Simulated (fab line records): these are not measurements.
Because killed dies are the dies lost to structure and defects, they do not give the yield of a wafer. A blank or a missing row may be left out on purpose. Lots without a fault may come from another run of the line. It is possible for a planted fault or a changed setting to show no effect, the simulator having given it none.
fab line records	flow n5_finfet
record lots=5	wafers=15	last_day=18
route steps=1938 shown STI_FIN_REVEAL@190 DUMMY_GATE@212 BEOL_M4@1111 PASSIVATION@1936
lots with no fault: from the same line, run without faults
start_h: the number of hours between the record's first day and the start of the first shown wafer of the lot	wait_h: hours elapsed since this lot's preceding step	" repeats the value in the row above	L1.1+2: one row covering several wafers at once	- either no value or no given start	* or withheld: withheld	< > ~ a bound
route shown NAME@n: NAME is a module with steps in the file, n the number in the route of the first one	usual: average and standard deviation across the fault-free wafers	same: alike in all rows	chamber/n: place in a boat	sites: each site's reading	_std_site: standard deviation across them	_edge_site: mean of outer sites minus mean of inner sites	radius_mm: for every site, how far away it sits from the centre of the wafer	mask NAME#n: copy n	behind: the tool/chamber that last shaped the wafer	hold: why the lot went on hold/how many hours it stayed there/how the hold came to an end	device: names the non-switching transistor (n, p or np)	end of line: the tests these same wafers got at the end of their route	a step with no rows: only its recipe	killed: count of dies lost to structure and defects at first sort (not the wafer's yield)	map: per-die view of a wafer (x killed, . not killed, _ where there is no die)
set.NAME: the setting the step ran with; set.NAME@STEP: the setting that earlier step ran with	model.NAME: the simulator's own value behind a step, which no gauge read
a table for each step, a row for each wafer; lots at some steps of the route
services: a tool's chamber out of use, with start hour (start_h, from the record's first day; less than 0 if before it), hours out, and reason
## steps
# step N5_STI_FIN_REVEAL_ETCHBACK_08
# recipe chemistry=C4F6/O2	target=SiO2	target_depth_a=305	time_s=10.167	ion_energy_ev=250	pressure_mtorr=30	source_w=345	bias_w=185	Ar_flow_sccm=300	C4F6_flow_sccm=10	O2_flow_sccm=10
# usual bias_w=185.0/0.61	drypump_motor_current_A=5.5/0.35	oes_product_au=0.84/0.096	rf_vpp_V=666/10	showerhead_plenum_p_Torr=2.90/0.076	throttle_valve_pct=21.13/0.16
lot.wafer	tool	chamber	start_h	wait_h	bias_w	drypump_motor_current_A	oes_product_au	rf_hours_counter_h	rf_vpp_V	showerhead_plenum_p_Torr	throttle_valve_pct
L797.1	rie_diel-02	2	36.78	0.2	184.7	5.5	0.77	130	678	2.85	21.01
L797.5	"	1	"	"	184.4	4.6	0.88	-	668	2.90	21.36
L797.6	"	2	"	"	185.1	5.5	0.77	-	680	2.85	21.00
L801.2	rie_diel-02	1	58.54	0.2	185.1	4.6	0.87	55	667	2.89	21.36
L801.5	"	3	"	"	186.2	5.1	0.78	-	670	2.97	21.06
L801.6	"	2	"	"	185.3	5.5	0.77	-	680	2.85	21.02
L803.1	rie_diel-04	2	74.39	0.2	184.8	5.4	0.92	29	655	2.91	21.13
L803.4	"	0	"	"	183.9	5.7	0.75	-	662	2.82	21.22
L803.5	"	2	"	"	185.2	5.4	0.93	-	651	2.91	21.15
L806.1	rie_diel-01	3	88.45	0.2	184.7	5.7	0.94	9	658	2.79	20.92
L806.4	"	0	"	"	183.3	5.3	0.92	30	684	3.01	20.90
L806.5	"	1	"	"	185.3	5.9	0.70	-	670	2.95	21.19
L820.2	rie_diel-01	3	176.15	0.3	185.1	5.7	0.88	39	660	2.78	20.97
L820.4	"	0	"	"	184.9	5.3	0.87	61	687	3.00	20.92
L820.5	"	2	"	"	184.2	6.1	0.88	-	678	3.01	20.96
# step N5_STI_FIN_REVEAL_STRIP_24
# recipe chemistry=N2/H2	time_s=90	power_w=100	temp_c=40	pressure_mtorr=100	rf_frequency_hz=6e+07	bias_power_w=3	n2_flow_sccm=300	h2_flow_sccm=300
# usual drypump_motor_current_A=5.5/0.35	h2_flow_sccm=300.0/0.89	oes_product_au=0.83/0.096	rf_vpp_V=45.5/0.83	showerhead_plenum_p_Torr=3.44/0.087	throttle_valve_pct=12.12/0.22
lot.wafer	tool	chamber	start_h	wait_h	drypump_motor_current_A	h2_flow_sccm	oes_product_au	rf_hours_counter_h	rf_vpp_V	showerhead_plenum_p_Torr	throttle_valve_pct
L797.1	rie_diel-02	2	36.81	0.0	5.5	300.4	0.76	130	43.7	3.38	12.03
L797.5	"	1	"	"	4.7	300.2	0.88	-	44.8	3.43	12.20
L797.6	"	2	"	"	5.5	300.5	0.77	-	44.3	3.38	12.03
L801.2	rie_diel-02	1	58.57	0.0	4.7	299.7	0.88	55	45.3	3.43	12.22
L801.5	"	3	"	"	5.1	300.1	0.77	-	46.6	3.52	12.10
L801.6	"	2	"	"	5.5	299.0	0.76	-	45.7	3.37	12.06
L803.1	rie_diel-04	2	74.42	0.0	5.5	299.5	0.91	29	46.1	3.45	12.06
L803.4	"	0	"	"	5.8	299.6	0.74	-	47.2	3.35	12.26
L803.5	"	2	"	"	5.4	299.3	0.92	-	46.3	3.45	12.07
L806.1	rie_diel-01	3	88.49	0.0	5.7	301.3	0.95	9	45.4	3.32	11.85
L806.4	"	0	"	"	5.3	299.5	0.91	30	44.9	3.57	11.85
L806.5	"	1	"	"	5.9	299.9	0.71	-	44.9	3.49	12.33
L820.2	rie_diel-01	3	176.19	0.0	5.7	299.5	0.89	39	45.3	3.30	11.93
L820.4	"	0	"	"	5.2	299.3	0.87	61	44.9	3.56	11.93
L820.5	"	2	"	"	6.1	299.6	0.88	-	44.6	3.56	11.84
# step N5_STI_FIN_REVEAL_PRECLEAN_25
# recipe chemistry=SPM	time_s=90	temp_c=120	mix=4:1
# step N5_STI_FIN_REVEAL_PRECLEAN_26
# recipe chemistry=SC1	time_s=45	temp_c=46	mix=1:2:100
# step N5_STI_FIN_REVEAL_PRECLEAN_29
# recipe chemistry=DHF	time_s=30	temp_c=25	dilution=300:1
# step N5_STI_FIN_REVEAL_SRD_12
# recipe time_s=30	temp_c=23	rinse_liquid=diw	dry=ipa_marangoni
# step N5_STI_FIN_REVEAL_RECESS_09
# recipe chemistry=HF/NH3	target=SiO2	afs_cycles=11	target_depth_a=425	temp_c=30	sublimation_temp_c=180	sublimation_time_s=60
# usual drypump_motor_current_A=5.77/0.19
lot.wafer	tool	chamber	start_h	wait_h	drypump_motor_current_A
L797.1	vapor_etch-02	0	37.03	0.0	5.74
L797.5	"	0	38.09	1.1	5.73
L797.6	"	1	"	"	5.75
L801.2	vapor_etch-02	0	58.79	0.0	5.74
L801.5	"	0	59.85	1.1	5.75
L801.6	"	1	"	"	5.70
L803.1	vapor_etch-01	1	74.64	0.0	6.12
L803.4	"	1	"	"	6.12
L803.5	"	0	"	"	5.55
L806.1	vapor_etch-02	1	88.90	0.2	5.75
L806.4	"	1	"	"	5.71
L806.5	"	0	"	"	5.75
L820.2	vapor_etch-02	1	176.41	0.0	5.75
L820.4	"	1	"	"	5.73
L820.5	"	1	"	"	5.72
# step N5_STI_FIN_REVEAL_STRIP_16
# recipe chemistry=H3PO4	material=SiNx	temp_c=165	target_depth_a=238	overetch_fraction=0.4964	dry=ipa_marangoni
# step N5_STI_FIN_REVEAL_PRECLEAN_17
# recipe chemistry=NF3:NH3	afs_cycles=1	temp_c=30	time_s=20	sublimation_temp_c=180	sublimation_time_s=60	pressure_torr=3	rf_power_w=30
# step N5_STI_FIN_REVEAL_ETCH_34
# recipe chemistry=H2	mode=isotropic	material=Si	target=Si	target_depth_a=9.7	temp_c=20	pressure_mtorr=4.5	icp_w=300	bias_w=0	h2_flow_sccm=7.5	he_flow_sccm=142.5
# step N5_STI_FIN_REVEAL_OXIDATION_31
# recipe chemistry=O2_PLASMA_REMOTE	temp_c=150	time_s=20	pressure_mtorr=1000	source_power_w=2000	o2_flow_sccm=3000
# usual drypump_motor_current_A=6.0/0.55	heater_power_w=137/13
lot.wafer	tool	chamber	start_h	wait_h	drypump_motor_current_A	heater_power_w	rf_hours_counter_h
L797.1	plasma_asher-01	0	39.18	0.0	6.5	136	80
L797.5	"	0	"	"	6.5	137	-
L797.6	"	1	"	"	5.6	160	-
L801.2	plasma_asher-02	1	60.94	0.0	5.4	132	33
L801.5	"	0	"	"	6.6	128	-
L801.6	"	1	"	"	5.4	132	-
L803.1	plasma_asher-02	0	76.79	0.0	6.6	130	36
L803.4	"	1	"	"	5.4	128	-
L803.5	"	1	"	"	5.4	132	-
L806.1	plasma_asher-02	1	91.05	0.0	5.4	128	39
L806.4	"	1	"	"	5.4	130	-
L806.5	"	0	"	"	6.6	129	-
L820.2	plasma_asher-01	0	178.56	0.0	6.5	136	106
L820.4	"	1	"	"	5.6	166	-
L820.5	"	1	"	"	5.6	164	-
# step N5_STI_FIN_REVEAL_PRECLEAN_32
# recipe chemistry=NF3:NH3	afs_cycles=1	temp_c=30	time_s=20	sublimation_temp_c=180	sublimation_time_s=60	pressure_torr=3	rf_power_w=30
# step N5_STI_FIN_REVEAL_STRIP_35
# recipe chemistry=H3PO4	material=Si3N4	temp_c=165	target_depth_a=40	time_s=39
lot.wafer	tool	chamber	start_h	wait_h
L797.1+5+6	wet_bench-06	4,3,5	39.47	0.2
L801.2+5+6	wet_bench-03	7,0,1	61.23	0.2
L803.1+4+5	wet_bench-05	0,3,2	77.08	0.2
L806.1+4+5	wet_bench-05	7,1,0	91.34	0.2
L820.2+4+5	wet_bench-06	3,5,7	178.86	0.2
# step N5_STI_FIN_REVEAL_SRD_21
# recipe dry=ipa_marangoni	time_s=30	temp_c=23	rinse_liquid=diw
# step N5_STI_FIN_REVEAL_OXIDATION_33
# recipe chemistry=O2_PLASMA_REMOTE	temp_c=150	time_s=20	pressure_mtorr=1000	source_power_w=2000	o2_flow_sccm=3000
# usual drypump_motor_current_A=6.0/0.55	heater_power_w=137/13
lot.wafer	tool	chamber	start_h	wait_h	drypump_motor_current_A	heater_power_w	rf_hours_counter_h
L797.1	plasma_asher-01	0	39.54	0.0	6.5	133	80
L797.5	"	1	"	"	5.6	162	-
L797.6	"	0	"	"	6.5	137	-
L801.2	plasma_asher-02	1	61.29	0.0	5.4	131	33
L801.5	"	1	"	"	5.4	128	-
L801.6	"	0	"	"	6.6	129	-
L803.1	plasma_asher-01	1	77.14	0.0	5.6	161	86
L803.4	"	0	"	"	6.5	135	-
L803.5	"	1	"	"	5.6	162	-
L806.1	plasma_asher-01	0	91.40	0.0	6.5	138	89
L806.4	"	0	"	"	6.5	137	-
L806.5	"	0	"	"	6.5	138	-
L820.2	plasma_asher-01	0	179.15	0.3	6.5	138	106
L820.4	"	0	"	"	6.5	135	-
L820.5	"	1	"	"	5.6	160	-
# step N5_STI_FIN_REVEAL_CLEAN_19
# recipe chemistry=O3/DIW	temp_c=25	time_s=120	o3_ppm=10
# step N5_STI_FIN_REVEAL_SRD_23
# recipe dry=ipa_marangoni	time_s=30	temp_c=23	rinse_liquid=diw
# step N5_STI_FIN_REVEAL_CD_MEAS_22
# recipe target_cd_nm=6.238	pitch_nm=28	polarity=line
# usual cd_nm=6.21/0.27
lot.wafer	tool	chamber	start_h	wait_h	cd_nm
L797.1	cd_sem-03	-	39.71	0.0	6.43
L797.5	"	-	"	"	6.26
L797.6	"	-	"	"	6.05
L801.2	cd_sem-03	-	61.46	0.0	6.27
L801.5	"	-	"	"	6.29
L801.6	"	-	"	"	5.84
L803.1	cd_sem-02	-	77.30	0.0	6.30
L803.4	"	-	"	"	6.09
L803.5	"	-	"	"	6.22
L806.1	cd_sem-01	-	91.56	0.0	6.56
L806.4	"	-	"	"	6.29
L806.5	"	-	"	"	6.36
L820.2	cd_sem-03	-	179.31	0.0	6.02
L820.4	"	-	"	"	5.89
L820.5	"	-	"	"	5.88
# step N5_STI_FIN_REVEAL_FIN_H_MEAS_10
# usual trench_depth_nm=52.2/0.59
lot.wafer	tool	chamber	start_h	wait_h	trench_depth_nm
L797.1	ocd-02	-	39.74	0.0	52.4
L797.5	"	-	"	"	52.4
L797.6	"	-	"	"	51.8
L801.2	ocd-02	-	61.49	0.0	51.9
L801.5	"	-	"	"	51.0
L801.6	"	-	"	"	51.4
L803.1	ocd-01	-	77.34	0.0	52.7
L803.4	"	-	"	"	52.0
L803.5	"	-	"	"	52.7
L806.1	ocd-01	-	91.59	0.0	51.5
L806.4	"	-	"	"	53.4
L806.5	"	-	"	"	52.1
L820.2	ocd-02	-	179.34	0.0	52.0
L820.4	"	-	"	"	52.3
L820.5	"	-	"	"	52.5
# step N5_STI_FIN_REVEAL_PRECLEAN_18
# recipe chemistry=SC2	time_s=45	temp_c=35	mix=1:1:50
# step N5_STI_FIN_REVEAL_SRD_28
# recipe dry=ipa_marangoni	time_s=30	temp_c=23	rinse_liquid=diw
# step N5_STI_FIN_REVEAL_INSPECT_13
# recipe inspect_instrument=darkfield	mode=post_clean
# usual raw_defect_count=13/6.3
lot.wafer	tool	chamber	start_h	wait_h	raw_defect_count
L797.1	defect_inspect-02	-	39.82	0.0	14
L797.5	"	-	"	"	7
L797.6	"	-	"	"	11
L801.2	defect_inspect-01	-	61.58	0.0	8
L801.5	"	-	"	"	17
L801.6	"	-	"	"	18
L803.1	defect_inspect-01	-	77.45	0.0	10
L803.4	"	-	"	"	7
L803.5	"	-	"	"	9
L806.1	defect_inspect-01	-	91.68	0.0	2
L806.4	"	-	"	"	9
L806.5	"	-	"	"	5
L820.2	defect_inspect-02	-	179.43	0.0	10
L820.4	"	-	"	"	324
L820.5	"	-	"	"	16
# step N5_DUMMY_GATE_PRECLEAN_00
# recipe chemistry=O3/DIW	time_s=60	temp_c=22	o3_ppm=10
# step N5_BEOL_M4_RC_MEAS_101
# usual DIBL_N=36.2/1.2	DIBL_P=36.3/1.3	IOFF_N=0.155/0.019	IOFF_P=0.210/0.029	ION_N=677/8.6	ION_P=465/6.8	SS_N=71.4/0.48	SS_P=73.2/0.53	VT_N=249.9/2.4	VT_P=-250/3.2
lot.wafer	tool	chamber	start_h	wait_h	DIBL_N[mV/V]	DIBL_P[mV/V]	IOFF_N[nA/um]	IOFF_P[nA/um]	ION_N[uA/um]	ION_P[uA/um]	SS_N[mV/dec]	SS_P[mV/dec]	VT_N[mV]	VT_P[mV]
L797.1	prober-02	0	158.27	0.0	36.7	37.5	0.172	0.218	680	469	71.5	73.3	249.2	-250
L797.5	"	0	"	"	37.2	37.8	0.173	0.225	686	469	71.9	72.9	251.2	-250
L797.6	"	0	"	"	37.2	37.5	0.171	0.211	678	466	71.6	72.8	249.5	-249
L801.2	prober-02	0	200.03	0.2	38.0	38.4	0.185	0.254	685	472	71.4	72.6	246.1	-247
L801.5	"	0	"	"	37.1	38.0	0.169	0.241	667	463	72.7	73.4	250.9	-249
L801.6	"	0	"	"	37.2	37.1	0.164	0.226	669	467	71.2	73.3	249.6	-247
L803.1	prober-02	0	216.13	0.0	34.9	35.8	0.154	0.217	693	471	71.2	72.6	249.1	-247
L803.4	"	0	"	"	34.4	34.1	0.138	0.199	679	464	71.4	73.3	249.7	-249
L803.5	"	0	"	"	36.1	37.7	0.175	0.253	686	480	71.2	73.4	246.2	-248
L806.1	prober-01	0	224.71	0.0	35.5	35.7	0.157	0.227	673	466	71.4	73.1	249.2	-245
L806.4	"	0	"	"	36.1	37.2	0.177	0.255	683	477	71.6	73.7	248.7	-246
L806.5	"	0	"	"	36.0	36.2	0.164	0.232	676	465	70.9	73.2	249.0	-246
L820.2	prober-02	0	322.93	0.2	35.8	33.9	0.136	0.171	666	457	71.1	72.9	251.7	-254
L820.4	"	0	"	"	36.1	33.6	0.143	0.177	672	460	71.0	73.5	252.1	-252
L820.5	"	0	"	"	34.6	32.5	0.121	0.152	661	452	70.6	72.2	253.8	-256
# step N5_PASSIVATION_PROBE_49
# usual defect_limited_yield=91.2/1.4	killed_at_M0_to_M3=34/10	killed_at_M4_up=13/5.1	killed_at_contacts=12/6.5	killed_at_front_end=41/11	killed_at_other=4/3.3	killed_dies=104/16	killed_open=69/13	killed_short=33/7	sort_bin_5_function=5.1/0.91	sort_bin_6_memory=3.3/0.69	sort_n_pass=1076/16	sort_yield_pct=91.2/1.4
# same gross_dies=1180	killed_at_back_side=0	sort_bin_4_leakage[%]=0	sort_bin_8_speed[%]=0
lot.wafer	tool	chamber	start_h	wait_h	defect_limited_yield[%]	killed_at_M0_to_M3	killed_at_M4_up	killed_at_contacts	killed_at_front_end	killed_at_other	killed_dies	killed_open	killed_short	sort_bin_5_function[%]	sort_bin_6_memory[%]	sort_n_pass	sort_yield_pct[%]
L820.4	prober-01	-	428.54	0.9	84.2	32	13	4	128	9	186	60	35	10.4	4.1	994	84.2
# killed by level:class
L820.4 STI_FIN_REVEAL:unspecified=90 BEOL_M2:geometric_particle:open=13 FIN_SAQP:geometric_particle:open=7 DUMMY_GATE:geometric_particle:open=6 STARTING-WAFER:geometric_particle:short=5 BEOL_M4:geometric_particle:open=5 GATE_CUT:geometric_particle:short=4 MOL_CONTACT_COAG:geometric_particle:open=4
# map L820.4 (x killed, . not)
_________________x.......x...________________
______________.................._____________
___________.x..x..........x.x......__________
__________x..x....x.xx..........x..._________
________.............................._______
_______..................x.............______
______....x....xx...................x..._____
_____...x.......x.......x..........x.....____
____........x.............................___
___.x......................x...........x...__
___...xx.....................x......x......__
__........................x................._
__.......................x....x............._
_..........x....................x..x.........
_x.x.xx.............x..x.......x..x.........x
_....x..................x...x....x.....x.x...
_..............x..............x..............
_......................x...........x....x....
_...................................x...x...x
_..........................x............x....
_............x............................x..
__........x.x......x.....x......x..x........_
__..x...x...x.......x.......x.x..x.........._
___...............x......xxx.x..x.........x__
___....................x.xxx.xx.x.........x__
____..xx....x...x....x..xxxxxxxxxxx.......___
_____.x...............x.xxxxxxxx.xx......____
______.....x.....x.....xxxxxxxxxx......._____
_______....xx......x.x.xxxxxxxxxxxx..x.______
________...............xxxxxxxxx.x...._______
__________.........x..x..xxxxxxxx..._________
___________.x..........xxxxxxxx.x.x__________
______________.........xx.xx...._____________
_________________.......x.xxx________________
# map L797.5 (x killed, . not)
_________________x...........________________
______________.x............x..._____________
___________x.......xxx.......x.x...__________
__________..x......................._________
________.x...x..xx...x.............x.._______
_______...........x.x..................______
______..........x..............x........_____
_____.......x...x..........x........x....____
____.........x.........xx.................___
___.......x..............x.................__
___.x............x....x......x.............__
__............x............................._
__...........xx............................._
_.......................x....................
_xx.....................x........x..x........
_.x.....................x....x.......x.......
_.x.................x.x...........x...x......
_................................x....x......
_..x....x.......x....x..x................x...
_......x.......x......x....x...x..........x..
_..................x......x..x...............
__x...x....................x.xx.x.....xx...._
__...........x....x...............x....x...._
___..x.x.xx................x...xx........x.__
___...x............x...............x......x__
____.....x...x........x......x......x..x..___
_____.x................xx.....x.....x...x____
______.x........x.....x......x.........._____
_______...............................x______
________......x...........x..........._______
__________....x...................x._________
___________..............x.........__________
______________.................._____________
_________________..x.xx...x..________________
## services
tool	chamber	start_h	hours	kind
rie_diel-01	2	24.16	-	clean
rie_diel-01	2	24.16	-	consumable_replace:focus_ring
rie_diel-01	2	24.16	-	consumable_replace:showerhead
rie_diel-01	2	24.16	20.6	scheduled_down
rie_diel-01	2	24.16	20.6	vent_cycle
rie_diel-04	0	37.44	4.8	repair
rie_diel-01	3	44.76	-	clean
rie_diel-01	3	44.76	-	consumable_replace:focus_ring
rie_diel-01	3	44.76	18.8	scheduled_down
rie_diel-01	3	44.76	18.8	vent_cycle
rie_diel-04	1	51.96	-	clean
rie_diel-04	1	51.96	-	consumable_replace:focus_ring
rie_diel-04	1	51.96	30.9	scheduled_down
vapor_etch-02	-	87.54	0.3	repair
rie_diel-04	-	89.16	0.4	repair
vapor_etch-01	-	98.38	0.1	repair
plasma_asher-01	-	108.19	1.7	repair
rie_diel-02	0	113.52	7.3	repair
rie_diel-01	1	136.85	10.3	repair
rie_diel-02	1	137.28	9.5	repair
vapor_etch-01	-	144.17	28.1	pm
rie_diel-04	3	144.66	14.2	repair
rie_diel-02	-	159.50	1.4	repair
plasma_asher-02	-	178.96	28.1	pm
## key
first_sign step=N5_STI_FIN_REVEAL_INSPECT_13	reading=raw_defect_count	direction=up	sigmas=49	usual=13	struck=324
effect step=N5_PASSIVATION_PROBE_49	reading=killed_at_front_end	direction=up	sigmas=7.8	usual=41	struck=128
more_kills_born_at N5_STI_FIN_REVEAL_STRIP_35@wet_bench-06=90
met_at N5_STI_FIN_REVEAL_STRIP_35
struck_wafers L820.4
onset_between 39.47 178.86
fault kind=chamber_particle_source	tool=wet_bench-06	chamber=5	onset_h=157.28	steps=N5_STI_FIN_REVEAL_STRIP_35	rate_per_visit_cm2=0.47385	end_h=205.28
